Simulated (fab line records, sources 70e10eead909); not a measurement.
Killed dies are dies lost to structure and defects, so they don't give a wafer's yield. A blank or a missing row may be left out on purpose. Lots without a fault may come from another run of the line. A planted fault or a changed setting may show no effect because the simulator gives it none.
Which tool did it? | flow nand_harc | 13 lots, 39 wafers sampled, at 5 steps of a route of 1302

WHAT THE GAUGES READ, wafer by wafer
NHARC_A_M1_INSPECT_27.
lot  | measured     | on                | raw_defect_count
L658 | day 22 21:43 | defect_inspect-01 | 635 589 592
L659 | day 23 11:16 | defect_inspect-02 | 455 506 502
L660 | day 23 11:38 | defect_inspect-02 | 510 369 346
L661 | day 23 13:38 | defect_inspect-02 | 632 723 818
L662 | day 24 05:56 | defect_inspect-01 | 455 473 581
L663 | day 24 13:11 | defect_inspect-01 | 660 523 556
L665 | day 26 04:21 | defect_inspect-01 | 511 423 363
L667 | day 26 19:23 | defect_inspect-01 | 424 525 497
L666 | day 27 06:26 | defect_inspect-02 | 575 679 698
L668 | day 27 11:34 | defect_inspect-02 | 534 422 447
L669 | day 27 16:41 | defect_inspect-01 | 530 515 524
L678 | day 30 23:22 | defect_inspect-02 | 464 503 625
L681 | day 32 19:01 | defect_inspect-02 | 530 495 493

NHARC_END_SORT_01.
lot  | measured     | on        | defect_limited_yield (%) | killed_at_array | killed_at_other | killed_at_periphery | killed_dies | killed_open | killed_short
L667 | day 28 04:12 | prober-01 | 90.1 89.8 90.8           | 61 63 58        | 1 2 0           | 5 4 4               | 67 69 62    | 2 0 2       | 3 0 2
L666 | day 28 16:53 | prober-01 | 90.0 90.5 91.9           | 64 62 50        | 1 0 3           | 3 2 2               | 68 64 55    | 5 4 4       | 1 2 0
L669 | day 29 02:22 | prober-01 | 92.5 91.7 92.5           | 47 53 49        | 1 1 2           | 3 2 0               | 51 56 51    | 6 3 4       | 1 4 3

WHICH TOOL RAN EACH LOT (tool, then ch and the chambers of the sampled wafers, then the start)
lot  | NHARC_A_M1_DEGAS_29          | NHARC_A_M1_DEP_33               | NHARC_A_BONDPAD_SOFTBAKE_04
L658 | pvd_sputter-02, day 22 20:10 | pecvd-01 ch 0,2, day 22 21:55   | litho_track-07 ch 0, day 22 23:00
L659 | pvd_sputter-01, day 23 09:43 | pecvd-03 ch 1,2, day 23 11:25   | litho_track-05 ch 0, day 23 12:00
L660 | pvd_sputter-02, day 23 10:02 | pecvd-04 ch 1,2, day 23 11:47   | litho_track-07 ch 0, day 23 13:00
L661 | pvd_sputter-02, day 23 12:05 | pecvd-04 ch 0,2, day 23 13:47   | litho_track-05 ch 0, day 23 15:00
L662 | pvd_sputter-03, day 24 04:17 | pecvd-01 ch 0,1,2, day 24 06:08 | litho_track-05 ch 0, day 24 07:00
L663 | pvd_sputter-03, day 24 11:38 | pecvd-04 ch 0,1, day 24 13:23   | litho_track-02 ch 0, day 24 14:00
L665 | pvd_sputter-01, day 26 02:47 | pecvd-03 ch 1,2, day 26 04:35   | litho_track-02 ch 0, day 26 05:00
L667 | pvd_sputter-03, day 26 17:50 | pecvd-01 ch 0,1, day 26 19:35   | litho_track-02 ch 0, day 26 20:00
L666 | pvd_sputter-03, day 27 04:52 | pecvd-04 ch 1,2, day 27 06:34   | litho_track-02 ch 0, day 27 07:00
L668 | pvd_sputter-03, day 27 09:59 | pecvd-03 ch 0,1,2, day 27 11:42 | litho_track-05 ch 0, day 27 13:00
L669 | pvd_sputter-01, day 27 15:09 | pecvd-01 ch 0,2, day 27 16:53   | litho_track-02 ch 0, day 27 18:00
L678 | pvd_sputter-01, day 30 21:34 | pecvd-01 ch 0,1,2, day 30 23:31 | litho_track-07 ch 0, day 31 00:00
L681 | pvd_sputter-02, day 32 17:28 | pecvd-03 ch 0,2, day 32 19:10   | litho_track-05 ch 0, day 32 20:00
- NHARC_A_M1_DEGAS_29: time 60 s.
- NHARC_A_M1_DEP_33: deposits SiCN, target thk 30 nm.
- NHARC_A_BONDPAD_SOFTBAKE_04: time 70 s.

WHAT THE TOOLS THEMSELVES READ (means of the sampled wafers that have a number; where no wafer has one, the mark that the record gives instead)
NHARC_A_M1_DEGAS_29.
lot  | tool           | heater_power_w (W)
L658 | pvd_sputter-02 | 357
L659 | pvd_sputter-01 | 392
L660 | pvd_sputter-02 | 373
L661 | pvd_sputter-02 | 368
L662 | pvd_sputter-03 | 331
L663 | pvd_sputter-03 | 321
L665 | pvd_sputter-01 | 387
L667 | pvd_sputter-03 | 334
L666 | pvd_sputter-03 | 320
L668 | pvd_sputter-03 | 316
L669 | pvd_sputter-01 | 411
L678 | pvd_sputter-01 | 382
L681 | pvd_sputter-02 | 371

NHARC_A_M1_DEP_33.
lot  | tool     | heater_power_w (W)
L658 | pecvd-01 | 705
L659 | pecvd-03 | 513
L660 | pecvd-04 | 583
L661 | pecvd-04 | 675
L662 | pecvd-01 | 714
L663 | pecvd-04 | 611
L665 | pecvd-03 | 587
L667 | pecvd-01 | 691
L666 | pecvd-04 | 535
L668 | pecvd-03 | 542
L669 | pecvd-01 | 685
L678 | pecvd-01 | 675
L681 | pecvd-03 | 528

NHARC_A_BONDPAD_SOFTBAKE_04.
lot  | tool           | heater_power_total_W (W)
L658 | litho_track-07 | 200.8
L659 | litho_track-05 | 201.3
L660 | litho_track-07 | 202.2
L661 | litho_track-05 | 200.2
L662 | litho_track-05 | 201.7
L663 | litho_track-02 | 202.0
L665 | litho_track-02 | 200.4
L667 | litho_track-02 | 201.1
L666 | litho_track-02 | 200.0
L668 | litho_track-05 | 201.3
L669 | litho_track-02 | 200.1
L678 | litho_track-07 | 213.6
L681 | litho_track-05 | 201.1

THE ANSWER, worked out from the rows above alone
Rule: what is usual is taken from the lots themselves. Put in order of their means at a reading, lots are off if they are a third of the lots or fewer, leave a main group of 4 or more, and stand apart from it by a gap of 3 or more times the standard deviation of the main group's means; of several such gaps the widest counts. A main group whose means are all the same, to the digits that the tables above print for the reading, isn't used. A lot without any number at a reading at which 4 lots or more have one is off too. The other lots that the step has rows for count as sound. The gauges are gone through in route order, then the tools' own readings, and for those a lot's mean is taken as printed above. The first step at which some lot is off is used, and at that step the reading that is off furthest; a lot without a number counts as furthest.
Off: L678, at NHARC_A_BONDPAD_SOFTBAKE_04 (heater_power_total_W). The main group: mean 201.0 W, standard deviation 0.71.
A tool fits if, at that step or a process step before it, it ran every lot that is off, and no sound lot after the first of them. Can't be told from this: 3 tools fit, pvd_sputter-01 at NHARC_A_M1_DEGAS_29, pecvd-01 at NHARC_A_M1_DEP_33, litho_track-07 at NHARC_A_BONDPAD_SOFTBAKE_04.

WHAT THE SIMULATOR HAD PUT IN
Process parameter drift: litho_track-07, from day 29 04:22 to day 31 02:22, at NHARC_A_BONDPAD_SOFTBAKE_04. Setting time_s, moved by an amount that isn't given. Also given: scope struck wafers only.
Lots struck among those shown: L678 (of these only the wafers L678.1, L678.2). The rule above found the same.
